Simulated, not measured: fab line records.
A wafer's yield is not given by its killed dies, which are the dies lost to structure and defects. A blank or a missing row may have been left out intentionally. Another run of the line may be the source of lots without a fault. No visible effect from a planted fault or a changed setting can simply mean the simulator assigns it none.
fab line records	flow n5_finfet
record: lots: 8	wafers: 23	last_day: 17
route steps=1938 shown BEOL_M2@844 BEOL_M4@1111 PASSIVATION@1936
lots with no fault: from the same line, run without faults
start_h: start of the lot's first displayed wafer, in hours after the record's first day	wait_h: hours since the lot's step before	" the same as in the row above	L1.1+2: a row that stands for several wafers	- no value, or no start given	* or withheld: withheld	< > ~ a bound
route shown NAME@n: a module of which the file shows steps, and the number in the route of the first	usual: mean and standard deviation over wafers with no fault	same: alike in all rows	chamber/n: place in a boat	sites: each site's reading	_std_site: how widely they spread, as a standard deviation	_edge_site: outer sites' mean less inner sites'	radius_mm: for every site, how far away it sits from the centre of the wafer	mask NAME#n: copy n	behind: the tool/chamber that last shaped the wafer	hold: why the lot went on hold/how many hours it stayed there/how the hold came to an end	device: which transistor (n, p or np) failed to switch	end of line: the route-end tests of the same wafers	a step with no rows: only its recipe	killed: count of dies lost to structure and defects at first sort (not the wafer's yield)	map: shows each die of a wafer: x if killed, . if not, _ if none is there
set.NAME: the setting that was run; set.NAME@STEP: the one run at that earlier step	model.NAME: the simulator's own value behind a step, which no gauge read
route steps across a sampled set of lots; one table per step, one row per wafer
services: the hour from which a tool's chamber was out of use, counted from the record's first day as start_h (under 0 if before that day), plus the number of hours and why
== steps ==
step: N5_BEOL_M2_HM_DEP_02
recipe: material: TiN	target_thk_a: 200	temp_c: 25	chamber_pressure_pa: 0.49996
usual: substrate_temp_c: 24.98/0.1	throttle_valve_pct: 30.0/0.93
lot.wafer	tool	chamber	start_h	wait_h	substrate_temp_c	throttle_valve_pct
L503.1	pvd_sputter-02	-	146.44	0.3	24.87	28.4
L503.2	"	-	"	"	24.90	29.4
L509.1	pvd_sputter-02	-	178.25	3.0	24.97	30.3
L509.2	"	-	"	"	24.87	28.8
L509.3	"	-	"	"	24.94	30.2
L510.1	pvd_sputter-02	-	178.45	2.9	24.95	30.1
L510.2	"	-	"	"	24.79	29.0
L510.3	"	-	"	"	24.82	30.2
L517.1	pvd_sputter-01	-	227.37	3.5	25.08	31.7
L517.4	"	-	"	"	24.86	30.2
L517.5	"	-	"	"	24.97	29.0
L518.2	pvd_sputter-01	-	228.45	0.1	25.22	31.6
L518.4	"	-	"	"	25.01	28.7
L518.6	"	-	"	"	25.06	30.0
L522.3	pvd_sputter-01	-	250.39	2.0	25.01	28.6
L522.5	"	-	"	"	25.11	31.8
L522.6	"	-	"	"	25.24	28.8
L523.1	pvd_sputter-03	-	261.72	0.8	25.06	29.5
L523.2	"	-	"	"	24.92	29.7
L523.3	"	-	"	"	24.99	29.9
L524.1	pvd_sputter-02	-	266.84	0.9	25.00	30.3
L524.3	"	-	"	"	25.04	30.8
L524.4	"	-	"	"	24.96	28.8
step: N5_BEOL_M2_ETCH_64
recipe: chemistry: N2/H2	target: SOC	target_depth_a: 750	overetch_a: 225	mask_material: SiARC	temp_c: 40	time_s: 121.9	ion_energy_ev: 200	pressure_mtorr: 30	source_w: 840	bias_w: 150	n2_flow_sccm: 200	h2_flow_sccm: 200
usual: drypump_motor_current_A: 5.8/0.46	oes_product_au: 0.64/0.064	rf_vpp_V: 522.8/2	showerhead_plenum_p_Torr: 2.51/0.073	throttle_valve_pct: 17.82/0.21
lot.wafer	tool	chamber	start_h	wait_h	drypump_motor_current_A	oes_product_au	rf_hours_counter_h	rf_vpp_V	showerhead_plenum_p_Torr	throttle_valve_pct
L503.1	rie_diel-03	1	147.16	0.0	5.5	0.53	249	522.5	2.50	18.40
L503.2	"	3	"	"	5.2	0.53	181	519.4	2.43	17.93
L509.1	rie_diel-04	0	178.97	0.0	5.1	0.61	115	521.0	2.45	18.11
L509.2	"	2	"	"	6.1	0.63	65	526.2	2.57	17.48
L509.3	"	1	"	"	5.9	0.66	46	523.0	2.48	17.70
L510.1	rie_diel-02	0	179.17	0.0	5.7	0.73	9	525.2	2.61	17.72
L510.2	"	1	"	"	6.6	0.67	33	522.3	2.48	17.56
L510.3	"	2	"	"	5.5	0.65	60	521.3	2.47	17.89
L517.1	rie_diel-03	3	228.09	0.0	5.2	0.52	210	520.4	2.41	17.99
L517.4	"	0	"	"	5.4	0.68	33	522.6	2.48	17.75
L517.5	"	0	"	"	5.4	0.69	-	522.7	2.48	17.76
L518.2	rie_diel-03	2	229.40	0.0	5.7	0.63	57	522.5	2.48	17.78
L518.4	"	0	"	"	5.4	0.68	33	521.5	2.48	17.77
L518.6	"	3	"	"	5.3	0.52	-	520.5	2.41	18.01
L522.3	rie_diel-02	0	251.06	0.0	5.6	0.68	35	524.2	2.59	17.75
L522.5	"	1	"	"	6.7	0.64	-	521.7	2.47	17.62
L522.6	"	0	"	"	5.6	0.68	-	526.3	2.59	17.77
L523.1	rie_diel-02	2	262.78	0.0	5.5	0.62	91	522.7	2.46	17.94
L523.2	"	3	"	"	5.6	0.68	24	528.8	2.71	17.65
L523.3	"	1	"	"	6.6	0.64	64	522.2	2.47	17.62
L524.1	rie_diel-04	2	267.47	0.0	6.2	0.60	97	523.6	2.56	17.55
L524.3	"	3	"	"	6.4	0.71	13	524.2	2.61	17.82
L524.4	"	3	"	"	6.4	0.70	-	524.6	2.61	17.81
step: N5_BEOL_M2_ETCH_77
recipe: chemistry: N2/H2	target: underlayer	target_depth_a: 65	mask_material: CAR-EUV	time_s: 5.2	ion_energy_ev: 200	pressure_mtorr: 30	source_w: 840	bias_w: 150	n2_flow_sccm: 200	h2_flow_sccm: 200	ends: cleared
usual: drypump_motor_current_A: 5.7/0.41	etch_rf_on_time_s: 5.19/0.12	oes_product_au: 0.72/0.073	rf_vpp_V: 522.7/2.4	showerhead_plenum_p_Torr: 2.50/0.071	throttle_valve_pct: 17.86/0.18
lot.wafer	tool	chamber	start_h	wait_h	drypump_motor_current_A	etch_rf_on_time_s	oes_product_au	rf_hours_counter_h	rf_vpp_V	showerhead_plenum_p_Torr	throttle_valve_pct
L503.1	rie_diel-02	2	148.77	0.0	5.5	5.09	0.75	44	522.3	2.48	17.90
L503.2	"	3	"	"	5.6	5.25	0.58	256	519.9	2.40	18.17
L509.1	rie_diel-04	0	179.94	0.0	5.2	5.13	0.68	115	520.7	2.45	18.15
L509.2	"	3	"	"	6.4	5.37	0.57	240	527.1	2.62	18.23
L509.3	"	2	"	"	6.1	4.99	0.72	66	525.1	2.57	17.52
L510.1	rie_diel-03	0	180.33	0.0	5.4	5.34	0.79	17	521.1	2.48	17.77
L510.2	"	1	"	"	5.6	4.98	0.83	3	522.5	2.50	17.99
L510.3	"	3	"	"	5.3	5.25	0.60	195	520.3	2.42	18.01
L517.1	rie_diel-03	2	229.11	0.0	5.7	5.18	0.71	57	522.9	2.48	17.80
L517.4	"	1	"	"	5.6	4.99	0.80	18	522.4	2.50	18.02
L517.5	"	1	"	"	5.6	4.96	0.80	-	521.7	2.50	18.02
L518.2	rie_diel-04	1	230.43	0.0	5.8	5.22	0.71	66	525.0	2.48	17.77
L518.4	"	0	"	"	5.2	5.16	0.67	-	522.0	2.44	18.22
L518.6	"	1	"	"	5.8	5.21	0.72	-	521.2	2.48	17.77
L522.3	rie_diel-04	3	252.73	0.0	6.4	5.15	0.82	6	524.8	2.62	17.85
L522.5	"	3	"	"	6.4	5.20	0.81	-	525.0	2.62	17.85
L522.6	"	0	"	"	5.1	5.15	0.68	-	522.0	2.44	18.18
L523.1	rie_diel-02	1	263.73	0.0	6.6	5.19	0.71	64	522.8	2.47	17.65
L523.2	"	2	"	"	5.5	5.10	0.70	92	522.1	2.46	17.98
L523.3	"	0	"	"	5.6	5.30	0.74	39	525.0	2.59	17.81
L524.1	rie_diel-03	1	268.43	0.0	5.5	5.06	0.77	30	521.2	2.49	18.08
L524.3	"	3	"	"	5.3	5.32	0.57	225	520.6	2.41	18.05
L524.4	"	0	"	"	5.4	5.33	0.73	47	522.8	2.47	17.82
step: N5_BEOL_M2_ETCH_69
recipe: chemistry: CF4	target: SiARC	target_depth_a: 156	mask_material: CAR-EUV	time_s: 26	ion_energy_ev: 80	pressure_mtorr: 40	source_w: 545	bias_w: 36	Ar_flow_sccm: 100	cf4_flow_sccm: 100	ends: cleared
usual: drypump_motor_current_A: 5.7/0.41	etch_rf_on_time_s: 25.8/0.6	mfc_ar_sccm: 100.0/0.31	oes_product_au: 0.72/0.074	rf_vpp_V: 183.7/1.1	showerhead_plenum_p_Torr: 2.11/0.056	throttle_valve_pct: 15.58/0.19
lot.wafer	tool	chamber	start_h	wait_h	drypump_motor_current_A	etch_rf_on_time_s	mfc_ar_sccm	oes_product_au	rf_hours_counter_h	rf_vpp_V	showerhead_plenum_p_Torr	throttle_valve_pct
L503.1	rie_diel-02	2	148.79	0.0	5.5	25.7	100.2	0.75	45	183.9	2.10	15.53
L503.2	"	3	"	"	5.5	25.7	100.3	0.59	256	182.3	2.03	15.85
L509.1	rie_diel-04	0	179.95	0.0	5.1	25.7	99.4	0.68	115	183.0	2.08	15.84
L509.2	"	3	"	"	6.4	26.8	100.0	0.57	240	185.7	2.20	15.90
L509.3	"	2	"	"	6.2	24.9	100.2	0.72	66	183.2	2.16	15.33
L510.1	rie_diel-03	0	180.35	0.0	5.4	26.5	100.0	0.79	17	183.1	2.10	15.59
L510.2	"	1	"	"	5.6	24.7	100.2	0.86	3	183.7	2.11	15.70
L510.3	"	3	"	"	5.3	26.5	100.0	0.59	195	181.8	2.04	15.83
L517.1	rie_diel-03	2	229.13	0.0	5.7	26.1	99.7	0.71	57	183.5	2.08	15.52
L517.4	"	1	"	"	5.6	25.2	100.1	0.80	18	183.9	2.10	15.74
L517.5	"	1	"	"	5.5	24.9	99.8	0.80	-	182.4	2.10	15.73
L518.2	rie_diel-04	1	230.44	0.0	5.9	25.9	99.8	0.73	66	182.9	2.08	15.39
L518.4	"	0	"	"	5.1	25.7	99.4	0.67	-	183.1	2.07	15.89
L518.6	"	1	"	"	5.8	25.9	100.0	0.73	-	181.9	2.08	15.41
L522.3	rie_diel-04	3	252.75	0.0	6.4	25.6	100.0	0.82	6	186.2	2.19	15.45
L522.5	"	3	"	"	6.4	25.6	100.1	0.82	-	185.2	2.19	15.46
L522.6	"	0	"	"	5.1	25.1	100.2	0.67	-	182.4	2.07	15.91
L523.1	rie_diel-02	1	263.75	0.0	6.7	26.0	99.9	0.72	64	184.7	2.09	15.44
L523.2	"	2	"	"	5.5	25.8	99.7	0.70	92	182.5	2.08	15.62
L523.3	"	0	"	"	5.6	27.0	99.5	0.74	39	183.7	2.16	15.37
L524.1	rie_diel-03	1	268.44	0.0	5.5	24.8	99.8	0.79	30	183.0	2.10	15.77
L524.3	"	3	"	"	5.3	26.4	100.3	0.58	225	182.5	2.03	15.87
L524.4	"	0	"	"	5.4	26.2	99.5	0.75	47	184.4	2.09	15.65
step: N5_BEOL_M2_ETCHBACK_99
recipe: chemistry: CHF3	target: SiO2	target_depth_a: 50	time_s: 10.4	source_w: 215	bias_w: 47	Ar_flow_sccm: 200	CHF3_flow_sccm: 12	ion_energy_ev: 100	pressure_mtorr: 30
usual: drypump_motor_current_A: 5.8/0.45	mfc_ar_sccm: 200.0/0.59	oes_product_au: 0.85/0.077	rf_vpp_V: 238/4.8	showerhead_plenum_p_Torr: 2.13/0.059	throttle_valve_pct: 17.02/0.19
lot.wafer	tool	chamber	start_h	wait_h	drypump_motor_current_A	mfc_ar_sccm	oes_product_au	rf_hours_counter_h	rf_vpp_V	showerhead_plenum_p_Torr	throttle_valve_pct
L503.1	rie_diel-02	1	160.69	11.7	6.6	199.3	0.88	27	233	2.11	16.86
L503.2	"	2	"	"	5.5	200.1	0.88	51	238	2.10	17.04
L509.1	rie_diel-04	0	184.13	3.5	5.1	199.5	0.81	117	233	2.08	17.33
L509.2	"	1	"	"	5.9	200.0	0.33	48	237	2.10	16.84
L509.3	"	3	"	"	6.4	200.0	0.68	241	242	2.22	17.38
L510.1	rie_diel-02	0	184.50	3.8	5.6	200.3	0.95	11	245	2.19	16.85
L510.2	"	2	"	"	5.5	200.0	0.32	63	237	2.10	17.03
L510.3	"	1	"	"	6.6	199.3	0.88	36	232	2.11	16.86
L517.1	rie_diel-02	2	236.47	7.2	5.5	201.0	0.83	82	236	2.09	17.12
L517.4	"	3	"	"	5.6	200.5	0.91	15	236	2.29	16.77
L517.5	"	1	"	"	6.7	199.9	0.84	-	232	2.10	16.90
L518.2	rie_diel-02	0	240.26	9.6	5.6	200.7	0.90	32	246	2.19	16.86
L518.4	"	1	"	"	6.7	200.2	0.85	56	233	2.10	16.91
L518.6	"	2	"	"	5.5	200.1	0.83	-	236	2.09	17.11
L522.3	rie_diel-03	3	256.42	3.5	5.3	200.0	0.67	221	249	2.04	17.28
L522.5	"	0	"	"	5.4	200.3	0.88	-	235	2.09	17.05
L522.6	"	1	"	"	5.6	199.5	0.92	-	238	2.11	17.30
L523.1	rie_diel-03	1	266.63	2.8	5.5	200.3	0.91	30	237	2.11	17.29
L523.2	"	3	"	"	5.2	199.7	0.68	225	248	2.03	17.29
L523.3	"	0	"	"	5.4	199.7	0.87	46	236	2.09	17.05
L524.1	rie_diel-02	0	282.30	13.7	5.6	199.2	0.87	47	245	2.18	16.90
L524.3	"	3	"	"	5.5	200.3	0.88	31	237	2.29	16.80
L524.4	"	2	"	"	5.5	200.3	0.82	98	235	2.09	17.13
step: N5_BEOL_M2_OCD_MEAS_38
usual: trench_depth_nm: 55.8/0.89
lot.wafer	tool	chamber	start_h	wait_h	trench_depth_nm
L503.1	ocd-02	-	161.28	-	55.7
L503.2	"	-	"	"	56.2
L509.1	ocd-01	-	184.53	-	55.1
L509.2	"	-	"	"	-
L509.3	"	-	"	"	53.2
L510.1	ocd-02	-	184.90	-	55.0
L510.2	"	-	"	"	-
L510.3	"	-	"	"	54.6
L517.1	ocd-02	-	236.86	-	56.7
L517.4	"	-	"	"	57.5
L517.5	"	-	"	"	55.6
L518.2	ocd-02	-	240.66	-	55.5
L518.4	"	-	"	"	55.2
L518.6	"	-	"	"	57.4
L522.3	ocd-01	-	256.81	-	54.8
L522.5	"	-	"	"	56.1
L522.6	"	-	"	"	56.7
L523.1	ocd-02	-	267.03	-	57.3
L523.2	"	-	"	"	54.9
L523.3	"	-	"	"	55.5
L524.1	ocd-02	-	282.70	-	55.4
L524.3	"	-	"	"	57.4
L524.4	"	-	"	"	55.8
step: N5_BEOL_M2_CD_MEAS_35
recipe: target_cd_nm: 18	target_cd_y_nm: 22.2	polarity: opening
usual: cd_nm: 18.1/0.37
lot.wafer	tool	chamber	start_h	wait_h	cd_nm
L503.1	cd_sem-03	-	161.43	0.0	18.2
L503.2	"	-	"	"	18.0
L509.1	cd_sem-01	-	184.68	0.0	18.7
L509.2	"	-	"	"	-
L509.3	"	-	"	"	18.1
L510.1	cd_sem-02	-	185.05	0.0	17.7
L510.2	"	-	"	"	-
L510.3	"	-	"	"	18.5
L517.1	cd_sem-01	-	237.02	0.0	18.4
L517.4	"	-	"	"	17.4
L517.5	"	-	"	"	17.2
L518.2	cd_sem-01	-	240.82	0.0	17.8
L518.4	"	-	"	"	17.1
L518.6	"	-	"	"	18.3
L522.3	cd_sem-02	-	256.97	0.0	18.0
L522.5	"	-	"	"	18.6
L522.6	"	-	"	"	17.7
L523.1	cd_sem-03	-	267.18	0.0	18.5
L523.2	"	-	"	"	18.6
L523.3	"	-	"	"	18.6
L524.1	cd_sem-03	-	282.86	0.0	17.6
L524.3	"	-	"	"	18.6
L524.4	"	-	"	"	17.8
step: N5_BEOL_M4_RC_MEAS_101
usual: DIBL_N: 35.1/1.5	DIBL_P: 35.2/2	IOFF_N: 0.146/0.028	IOFF_P: 0.20/0.036	ION_N: 670/12	ION_P: 462/8.2	SS_N: 71.2/0.63	SS_P: 73.1/0.7	VT_N: 250/3.6	VT_P: -251/3.3
lot.wafer	tool	chamber	start_h	wait_h	DIBL_N[mV/V]	DIBL_P[mV/V]	IOFF_N[nA/um]	IOFF_P[nA/um]	ION_N[uA/um]	ION_P[uA/um]	SS_N[mV/dec]	SS_P[mV/dec]	VT_N[mV]	VT_P[mV]
L503.1	prober-02	0	190.33	0.0	32.4	32.2	0.104	0.16	659	454	70.0	72.6	254	-251
L503.2	"	0	"	"	36.0	37.7	0.163	0.24	668	465	71.6	73.4	248	-250
L509.1	prober-02	0	215.13	0.0	36.9	35.9	0.197	0.25	699	475	71.1	74.2	242	-245
L509.3	"	0	"	"	37.3	36.5	0.203	0.25	670	458	71.3	74.4	246	-247
L510.1	prober-01	0	216.66	0.0	34.3	37.1	0.143	0.21	665	463	70.8	73.3	253	-247
L510.3	"	0	"	"	34.9	37.4	0.160	0.21	680	468	71.5	74.0	248	-248
L517.1	prober-02	0	263.64	0.7	33.3	33.7	0.127	0.19	666	462	70.3	72.5	251	-249
L517.4	"	0	"	"	32.8	34.1	0.126	0.19	664	464	70.7	72.5	251	-251
L517.5	"	0	"	"	35.4	36.4	0.161	0.24	675	469	71.8	73.6	247	-247
L518.2	prober-01	0	270.84	0.2	35.0	35.7	0.131	0.18	663	456	71.4	72.8	253	-252
L518.4	"	0	"	"	32.5	32.3	0.098	0.14	652	454	70.6	72.6	256	-255
L518.6	"	0	"	"	33.6	33.6	0.113	0.15	650	446	70.8	72.5	252	-256
L522.3	prober-01	0	291.84	0.3	32.4	31.6	0.116	0.19	656	460	70.9	71.7	254	-251
L522.5	"	0	"	"	32.4	31.9	0.120	0.19	666	462	71.7	72.3	252	-249
L522.6	"	0	"	"	35.7	36.2	0.183	0.26	680	475	71.9	73.1	246	-245
L523.1	prober-02	0	294.09	0.0	33.7	32.9	0.123	0.16	668	457	70.8	71.9	251	-253
L523.2	"	0	"	"	33.3	31.6	0.114	0.14	661	455	70.4	72.7	256	-257
L523.3	"	0	"	"	36.7	36.1	0.176	0.21	671	457	71.5	73.8	249	-251
L524.1	prober-01	0	324.03	0.0	33.1	32.6	0.103	0.15	657	456	70.5	71.4	257	-255
L524.3	"	0	"	"	32.8	33.5	0.110	0.17	664	464	70.8	72.8	253	-253
L524.4	"	0	"	"	33.7	33.0	0.116	0.16	670	451	70.2	72.3	253	-255
step: N5_PASSIVATION_PROBE_49
usual: defect_limited_yield: 91.4/1.4	killed_at_M0_to_M3: 32/10	killed_at_M4_up: 13/5.6	killed_at_contacts: 13/6.6	killed_at_front_end: 39/13	killed_at_other: 3.4/2.8	killed_dies: 101/17	killed_on_rim: 14/4.5	killed_open: 66/13	killed_short: 33/7	sort_bin_5_function: 5.0/0.93	sort_bin_6_memory: 3.2/0.65	sort_n_pass: 1078/17	sort_yield_pct: 91.4/1.4
same: gross_dies: 1180	killed_at_back_side: 0	sort_bin_4_leakage[%]: 0	sort_bin_8_speed[%]: 0
lot.wafer	tool	chamber	start_h	wait_h	defect_limited_yield[%]	killed_at_M0_to_M3	killed_at_M4_up	killed_at_contacts	killed_at_front_end	killed_at_other	killed_dies	killed_on_rim	killed_open	killed_short	sort_bin_5_function[%]	sort_bin_6_memory[%]	sort_n_pass	sort_yield_pct[%]
L510.1	prober-02	-	323.01	0.0	91.4	24	11	14	51	2	102	11	73	22	4.2	3.7	1078	91.4
L510.2	prober-02	-	323.06	0.1	0	1099	9	16	55	1	1180	152	68	48	95.7	3.7	0	0
L510.3	prober-02	-	323.11	0.1	91.1	31	13	21	38	2	105	12	69	35	5.6	2.8	1075	91.1
L509.1	prober-01	-	334.95	0.0	90.0	48	10	10	47	3	118	17	80	36	5.9	3.8	1062	90.0
L509.2	prober-01	-	335.00	0.1	0	1116	15	4	37	8	1180	152	63	38	96.2	3.5	0	0
L509.3	prober-01	-	335.05	0.1	88.8	45	20	5	57	5	132	24	91	37	6.2	4.2	1048	88.8
killed by level:class
L510.1 STI_FIN_REVEAL:geometric_particle:open=14 MOL_CONTACT_COAG:geometric_particle:open=13 FIN_SAQP:geometric_particle:short=9 FIN_SAQP:geometric_particle:open=8 BEOL_M1:geometric_particle:open=7 HKMG_FIN:area_etch=6 BEOL_M2:geometric_particle:open=5 BEOL_M0_SAQP:geometric_particle:open=4
L510.2 BEOL_M2:area_open=1062 FIN_SAQP:geometric_particle:short=20 BEOL_M3:geometric_particle:open=12 MOL_CONTACT_COAG:geometric_particle:open=10 BEOL_M2:geometric_particle:open=8 GATE_CUT:geometric_particle:short=6 MOL_CONTACT_COAG:geometric_particle:short=6 FIN_SAQP:geometric_particle:open=5
L510.3 MOL_CONTACT_COAG:geometric_particle:open=17 FIN_SAQP:geometric_particle:open=13 BEOL_M0_SAQP:geometric_particle:short=7 FIN_SAQP:geometric_particle:short=6 BEOL_M1:geometric_particle:open=6 BEOL_M0_SAQP:geometric_particle:open=5 STI_FIN_REVEAL:geometric_particle:open=4 MOL_CONTACT_COAG:geometric_particle:short=4
L509.1 BEOL_M2:geometric_particle:open=13 MOL_CONTACT_COAG:geometric_particle:open=10 FIN_SAQP:geometric_particle:open=9 FIN_SAQP:geometric_particle:short=8 BEOL_M0_SAQP:geometric_particle:open=8 BEOL_M3:geometric_particle:open=7 DUMMY_GATE:geometric_particle:open=6 BEOL_M0_SAQP:geometric_particle:short=6
L509.2 BEOL_M2:area_open=1076 BEOL_M0_SAQP:geometric_particle:short=11 BEOL_M0_SAQP:geometric_particle:open=9 BEOL_M2:geometric_particle:open=9 FIN_SAQP:geometric_particle:open=8 BEOL_M3:geometric_particle:open=6 BEOL_M4:geometric_particle:open=6 FIN_SAQP:geometric_particle:short=5
L509.3 BEOL_M2:geometric_particle:open=17 BEOL_M3:geometric_particle:open=11 BEOL_M4:geometric_particle:open=11 FIN_SAQP:geometric_particle:open=10 GATE_CUT:geometric_particle:short=9 FIN_SAQP:geometric_particle:short=6 DUMMY_GATE:geometric_particle:open=6 GATE_CUT:geometric_particle:open=6
== services ==
tool	chamber	start_h	hours	kind
rie_diel-02	0	127.39	-	clean
rie_diel-02	0	127.39	-	consumable_replace:focus_ring
rie_diel-02	0	127.39	34.7	scheduled_down
rie_diel-02	0	127.39	34.7	vent_cycle
rie_diel-04	-	133.18	1.8	repair
rie_diel-03	0	136.09	6.4	repair
rie_diel-04	-	142.48	14.6	pm
rie_diel-03	1	149.06	-	clean
rie_diel-03	1	149.06	-	consumable_replace:focus_ring
pvd_sputter-02	-	150.44	9.3	repair
rie_diel-04	2	159.86	12.2	repair
rie_diel-02	3	166.92	-	clean
rie_diel-02	3	166.92	-	consumable_replace:focus_ring
rie_diel-02	3	166.92	-	consumable_replace:showerhead
rie_diel-02	3	166.92	25.5	scheduled_down
rie_diel-02	3	166.92	25.5	vent_cycle
rie_diel-04	3	212.00	-	clean
rie_diel-04	3	212.00	-	consumable_replace:focus_ring
rie_diel-04	3	212.00	22.3	scheduled_down
rie_diel-04	3	212.00	22.3	vent_cycle
rie_diel-04	0	259.93	44.6	repair
== key ==
first_sign: step: N5_BEOL_M2_ETCHBACK_99	reading: oes_product_au	direction: down	sigmas: 6.8	usual: 0.85	struck: 0.32
effect: step: N5_BEOL_M2_OCD_MEAS_38	reading: trench_depth_nm	direction: missing
effect: step: N5_BEOL_M2_CD_MEAS_35	reading: cd_nm	direction: missing
effect: step: N5_PASSIVATION_PROBE_49	reading: killed_at_M0_to_M3	direction: up	sigmas: 99+	usual: 32	struck: 1108
more_kills_born_at: N5_BEOL_M2_HM_OPEN_17@rie_metal-02: 1076	N5_BEOL_M2_HM_OPEN_17@rie_metal-03: 1062
met_at N5_BEOL_M2_HM_DEP_02
struck_lots L509,L510
struck_wafers L509.2,L510.2
later_rows_left_out L509.2,L510.2
not_acting_at N5_BEOL_M2_ETCH_64,N5_BEOL_M2_ETCH_77,N5_BEOL_M2_ETCH_69
onset_between 146.44 178.25
fault: kind: process_parameter_drift	tool: pvd_sputter-02	chamber: -	onset_h: 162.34	steps: N5_BEOL_M2_HM_DEP_02	channel: target_thk_a	offset: *	shape: step	end_h: 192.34	scope: struck_wafers_only	acts_in: *	stated: *
later_rows_left_out: the simulator's readings of these wafers behind a module that went badly wrong aren't trusted and aren't shown, but for the sort
